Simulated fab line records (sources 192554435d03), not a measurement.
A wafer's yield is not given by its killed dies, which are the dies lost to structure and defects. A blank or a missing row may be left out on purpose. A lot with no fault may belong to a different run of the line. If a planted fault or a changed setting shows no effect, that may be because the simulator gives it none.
Split-lot study / flow n5_finfet / on a route of 1938 steps: 7 lots, 21 wafers read

THE SPLIT
At N5_BEOL_M13_SPUTTER_43 (material TaN, target thk 15 nm, time 24.19 s), the setting time_s was moved away from the recipe's 24.19 s on 7 of the 21 wafers read, by -6.2% to +12.9%. This setting was run at the recipe's value on the other wafers.

The reading comes from the split's own step.

THE READING
TaN_of_BEOL_M13_SPUTTER_43.thk_nm (the simulator's own value, which no gauge read), in nm, at N5_BEOL_M13_SPUTTER_43 (material TaN, target thk 15 nm, time 24.19 s). No usual value for it is given in the file. Here, 14 wafers ran the recipe; their average is 15.0 nm with a standard deviation of 0.16 nm.

wafer=L079.1; tool, chamber at the split=pvd_sputter-01, -; time_s as run, s=24.19; against the recipe=recipe; TaN_of_BEOL_M13_SPUTTER_43.thk_nm, nm=15; against lot-mates on the recipe=-
wafer=L079.5; tool, chamber at the split=pvd_sputter-01, -; time_s as run, s=24.19; against the recipe=recipe; TaN_of_BEOL_M13_SPUTTER_43.thk_nm, nm=15; against lot-mates on the recipe=-
wafer=L079.3; tool, chamber at the split=pvd_sputter-01, -; time_s as run, s=24.19; against the recipe=recipe; TaN_of_BEOL_M13_SPUTTER_43.thk_nm, nm=15.2; against lot-mates on the recipe=-
wafer=L082.2; tool, chamber at the split=pvd_sputter-03, -; time_s as run, s=24.19; against the recipe=recipe; TaN_of_BEOL_M13_SPUTTER_43.thk_nm, nm=15; against lot-mates on the recipe=-
wafer=L082.5; tool, chamber at the split=pvd_sputter-03, -; time_s as run, s=24.19; against the recipe=recipe; TaN_of_BEOL_M13_SPUTTER_43.thk_nm, nm=15; against lot-mates on the recipe=-
wafer=L082.4; tool, chamber at the split=pvd_sputter-03, -; time_s as run, s=26.25; against the recipe=+8.5%; TaN_of_BEOL_M13_SPUTTER_43.thk_nm, nm=16.4; against lot-mates on the recipe=+1.4
wafer=L087.1; tool, chamber at the split=pvd_sputter-03, -; time_s as run, s=22.68; against the recipe=-6.2%; TaN_of_BEOL_M13_SPUTTER_43.thk_nm, nm=14.2; against lot-mates on the recipe=-1.0
wafer=L087.4; tool, chamber at the split=pvd_sputter-03, -; time_s as run, s=22.68; against the recipe=-6.2%; TaN_of_BEOL_M13_SPUTTER_43.thk_nm, nm=14.2; against lot-mates on the recipe=-1.0
wafer=L087.3; tool, chamber at the split=pvd_sputter-03, -; time_s as run, s=24.19; against the recipe=recipe; TaN_of_BEOL_M13_SPUTTER_43.thk_nm, nm=15.2; against lot-mates on the recipe=-
wafer=L091.3; tool, chamber at the split=pvd_sputter-01, -; time_s as run, s=24.19; against the recipe=recipe; TaN_of_BEOL_M13_SPUTTER_43.thk_nm, nm=15; against lot-mates on the recipe=-
wafer=L091.4; tool, chamber at the split=pvd_sputter-01, -; time_s as run, s=24.19; against the recipe=recipe; TaN_of_BEOL_M13_SPUTTER_43.thk_nm, nm=15.2; against lot-mates on the recipe=-
wafer=L091.5; tool, chamber at the split=pvd_sputter-01, -; time_s as run, s=24.19; against the recipe=recipe; TaN_of_BEOL_M13_SPUTTER_43.thk_nm, nm=15.2; against lot-mates on the recipe=-
wafer=L093.1; tool, chamber at the split=pvd_sputter-03, -; time_s as run, s=23.05; against the recipe=-4.7%; TaN_of_BEOL_M13_SPUTTER_43.thk_nm, nm=14.2; against lot-mates on the recipe=-0.6
wafer=L093.2; tool, chamber at the split=pvd_sputter-03, -; time_s as run, s=24.19; against the recipe=recipe; TaN_of_BEOL_M13_SPUTTER_43.thk_nm, nm=15; against lot-mates on the recipe=-
wafer=L093.4; tool, chamber at the split=pvd_sputter-03, -; time_s as run, s=24.19; against the recipe=recipe; TaN_of_BEOL_M13_SPUTTER_43.thk_nm, nm=14.6; against lot-mates on the recipe=-
wafer=L094.1; tool, chamber at the split=pvd_sputter-01, -; time_s as run, s=23.22; against the recipe=-4.0%; TaN_of_BEOL_M13_SPUTTER_43.thk_nm, nm=14.4; against lot-mates on the recipe=-0.5
wafer=L094.2; tool, chamber at the split=pvd_sputter-01, -; time_s as run, s=24.19; against the recipe=recipe; TaN_of_BEOL_M13_SPUTTER_43.thk_nm, nm=14.8; against lot-mates on the recipe=-
wafer=L094.6; tool, chamber at the split=pvd_sputter-01, -; time_s as run, s=24.19; against the recipe=recipe; TaN_of_BEOL_M13_SPUTTER_43.thk_nm, nm=15; against lot-mates on the recipe=-
wafer=L096.2; tool, chamber at the split=pvd_sputter-03, -; time_s as run, s=27.32; against the recipe=+12.9%; TaN_of_BEOL_M13_SPUTTER_43.thk_nm, nm=16.6; against lot-mates on the recipe=+1.6
wafer=L096.4; tool, chamber at the split=pvd_sputter-03, -; time_s as run, s=27.32; against the recipe=+12.9%; TaN_of_BEOL_M13_SPUTTER_43.thk_nm, nm=16.8; against lot-mates on the recipe=+1.8
wafer=L096.5; tool, chamber at the split=pvd_sputter-03, -; time_s as run, s=24.19; against the recipe=recipe; TaN_of_BEOL_M13_SPUTTER_43.thk_nm, nm=15; against lot-mates on the recipe=-

FIT RESULTS
A straight line over all 21 wafers: TaN_of_BEOL_M13_SPUTTER_43.thk_nm changes by +0.137 nm for each +1% of time_s; r = +0.98; the points scatter about the line by 0.16 nm.
The same after taking each lot's own level away (the mean of its wafers on the recipe; 21 wafers): +0.14 nm for each +1%; r = +0.99; scatter 0.12 nm.
On that fit, the largest move of time_s shifts the reading by 1.8 nm.
The lots' own levels span 14.80 to 15.20 nm, that is 2.5 times the standard deviation above.
So the lot-to-lot level changes the slope little: the two slopes agree.
Check: +1.91 nm against its lot-mates is what the line predicts for one of the wafers moved furthest among these (+12.9%) when that wafer is left out of the fit. It came out at +1.6 nm against them.

OTHER SPLITS ON THESE WAFERS
Note: prior to the reading, these wafers also went through further splits. Each is held against what the fit with the lots' levels taken away leaves over:
other split on the same wafers=N5_BEOL_M9_COAT_60 spin_rpm; wafers away from the commonest value=5; r with TaN_of_BEOL_M13_SPUTTER_43.thk_nm (lot level and that fit taken away)=+0.03
other split on the same wafers=N5_BEOL_M9_ETCH_62 source_w; wafers away from the commonest value=4; r with TaN_of_BEOL_M13_SPUTTER_43.thk_nm (lot level and that fit taken away)=+0.25
other split on the same wafers=N5_BEOL_M9_CMP_52 down_force_psi; wafers away from the commonest value=5; r with TaN_of_BEOL_M13_SPUTTER_43.thk_nm (lot level and that fit taken away)=+0.20
other split on the same wafers=N5_BEOL_M10_PECVD_70 time_s; wafers away from the commonest value=5; r with TaN_of_BEOL_M13_SPUTTER_43.thk_nm (lot level and that fit taken away)=-0.06
other split on the same wafers=N5_BEOL_M11_PECVD_70 time_s; wafers away from the commonest value=6; r with TaN_of_BEOL_M13_SPUTTER_43.thk_nm (lot level and that fit taken away)=-0.19
other split on the same wafers=N5_BEOL_M11_COAT_59 spin_rpm; wafers away from the commonest value=7; r with TaN_of_BEOL_M13_SPUTTER_43.thk_nm (lot level and that fit taken away)=+0.30
other split on the same wafers=N5_BEOL_M12_ETCH_38 time_s; wafers away from the commonest value=11; r with TaN_of_BEOL_M13_SPUTTER_43.thk_nm (lot level and that fit taken away)=+0.03
other split on the same wafers=N5_BEOL_M13_ETCH_68 time_s; wafers away from the commonest value=9; r with TaN_of_BEOL_M13_SPUTTER_43.thk_nm (lot level and that fit taken away)=+0.30

THE FILE'S OWN FIT
TaN_of_BEOL_M13_SPUTTER_43.thk_nm changes by +0.142 nm for each +1% of time_s, r = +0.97.
